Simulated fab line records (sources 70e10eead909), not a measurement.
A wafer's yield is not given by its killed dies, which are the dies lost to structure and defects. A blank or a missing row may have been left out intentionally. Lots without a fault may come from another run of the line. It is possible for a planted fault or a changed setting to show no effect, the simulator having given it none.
Matching of chambers -- flow nand harc -- NHARC_P_GATE_DEP_103 on pecvd-01: 3 sister chambers
The step deposits SiON, target thk 30 nm. 3 wafers are shown with their chamber, then 12 later ones without.

EACH WAFER AND ITS CHAMBER
wafer,chamber,heater power w (W)
L092.1,2,721
L092.3,1,732
L092.4,0,711

WAFERS WITHOUT THEIR CHAMBER
wafer,heater power w (W)
L091.1,647
L091.2,723
L091.3,755
L091.4,653
L091.5,732
L091.6,723
L095.3,732
L095.5,716
L095.6,708
L097.1,691
L097.3,742
L097.4,689

EACH ONE'S CHAMBER
wafer,from the rows above,in truth
L091.1,can't be placed: 0 or 2 or 1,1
L091.2,can't be placed: 2 or 1 or 0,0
L091.3,can't be placed: 1 or 2 or 0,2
L091.4,can't be placed: 0 or 2 or 1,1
L091.5,can't be placed: 1 or 2 or 0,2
L091.6,can't be placed: 2 or 1 or 0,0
L095.3,can't be placed: 1 or 2 or 0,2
L095.5,can't be placed: 0 or 2 or 1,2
L095.6,can't be placed: 0 or 2 or 1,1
L097.1,can't be placed: 0 or 2 or 1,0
L097.3,can't be placed: 1 or 2 or 0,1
L097.4,can't be placed: 0 or 2 or 1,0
Correct placement for 0 of the 12. Cannot be placed on the basis of these rows: 12; the candidates contain the true chamber in 12. Wrongly placed: 0.
How it was worked out, from the rows above alone: a wafer's distance from a chamber is the root of the sum, over the readings, of the square of ((its reading less the chamber's mean) divided by the reading's scatter). The wafer belongs to the nearest chamber; if the next one is less than 2 further off, it can't be placed. A chamber's mean is the mean of its shown wafers. The scatter: root of mean squared gap, hidden wafer to nearest shown wafer, with one shown wafer a chamber.
